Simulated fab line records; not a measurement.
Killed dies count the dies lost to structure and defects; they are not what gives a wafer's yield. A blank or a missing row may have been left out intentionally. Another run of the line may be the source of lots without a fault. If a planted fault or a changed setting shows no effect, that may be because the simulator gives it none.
Which tool is to blame? || flow nandHarc || 18 wafers from 6 lots sampled at 3 of the route's 1159 steps

WHAT EACH GAUGE READ, for each wafer
NHARC_A_CHANNEL_HOLE_D1_INSPECT_40.
{"lot": "L562", "measured": "day 9 06:11", "on": "defectInspect-02", "rawDefectCount": "84 66 61"}
{"lot": "L572", "measured": "day 11 18:04", "on": "defectInspect-01", "rawDefectCount": "32 38 30"}
{"lot": "L575", "measured": "day 12 06:23", "on": "defectInspect-02", "rawDefectCount": "28 28 35"}
{"lot": "L578", "measured": "day 12 22:41", "on": "defectInspect-01", "rawDefectCount": "76 37 53"}
{"lot": "L580", "measured": "day 13 17:14", "on": "defectInspect-01", "rawDefectCount": "56 44 61"}
{"lot": "L583", "measured": "day 14 05:37", "on": "defectInspect-01", "rawDefectCount": "55 49 57"}

TOOL THAT RAN EACH LOT (tool first, then ch and the chambers of the sampled wafers, then the start)
{"lot": "L562", "NHARC_A_CHANNEL_HOLE_D1_ETCH_16": "rieDiel-05 ch 0,1,3, day 9 00:23 or earlier", "NHARC_A_CHANNEL_HOLE_D1_ETCH_20": "harEtch-01 ch 0, day 9 00:38"}
{"lot": "L572", "NHARC_A_CHANNEL_HOLE_D1_ETCH_16": "rieDiel-11 ch 1,3, day 11 12:19 or earlier", "NHARC_A_CHANNEL_HOLE_D1_ETCH_20": "harEtch-02 ch 0,1, day 11 12:33"}
{"lot": "L575", "NHARC_A_CHANNEL_HOLE_D1_ETCH_16": "rieDiel-12 ch 0,2, day 12 00:35 or earlier", "NHARC_A_CHANNEL_HOLE_D1_ETCH_20": "harEtch-02 ch 0,1, day 12 00:50"}
{"lot": "L578", "NHARC_A_CHANNEL_HOLE_D1_ETCH_16": "rieDiel-05 ch 1,2, day 12 16:54 or earlier", "NHARC_A_CHANNEL_HOLE_D1_ETCH_20": "harEtch-02 ch 0,1, day 12 17:08"}
{"lot": "L580", "NHARC_A_CHANNEL_HOLE_D1_ETCH_16": "rieDiel-05 ch 0,1,3, day 13 11:27 or earlier", "NHARC_A_CHANNEL_HOLE_D1_ETCH_20": "harEtch-02 ch 0,1, day 13 11:45"}
{"lot": "L583", "NHARC_A_CHANNEL_HOLE_D1_ETCH_16": "rieDiel-12 ch 1,2,3, day 13 20:55 or earlier", "NHARC_A_CHANNEL_HOLE_D1_ETCH_20": "harEtch-02 ch 0,1, day 14 00:08"}
- NHARC_A_CHANNEL_HOLE_D1_ETCH_16: etches the open film in O2/COS, target depth 3100 nm, time 806 s.
- NHARC_A_CHANNEL_HOLE_D1_ETCH_20: etches the open film in C4F8/O2/Ar, time 361.9 s, target depth 1600 nm.

THE ANSWER, worked out from the rows above alone
Rule: what is usual is taken from the lots themselves. Put in order of their means at a reading, lots are off if they are a third of the lots or fewer, leave a main group of 4 or more, and stand apart from it by a gap of 3 or more times the standard deviation of the main group's means; of several such gaps the widest counts. The tables above print the reading to a certain number of digits; a main group whose means all agree to those digits is not used. Also off: a lot with no number at a reading for which 4 or more lots have one. The other lots that the step has rows for count as sound.
No lot is off on any of the readings shown, so nothing can be concluded from this.

WHAT THE SIMULATOR HAD PUT IN
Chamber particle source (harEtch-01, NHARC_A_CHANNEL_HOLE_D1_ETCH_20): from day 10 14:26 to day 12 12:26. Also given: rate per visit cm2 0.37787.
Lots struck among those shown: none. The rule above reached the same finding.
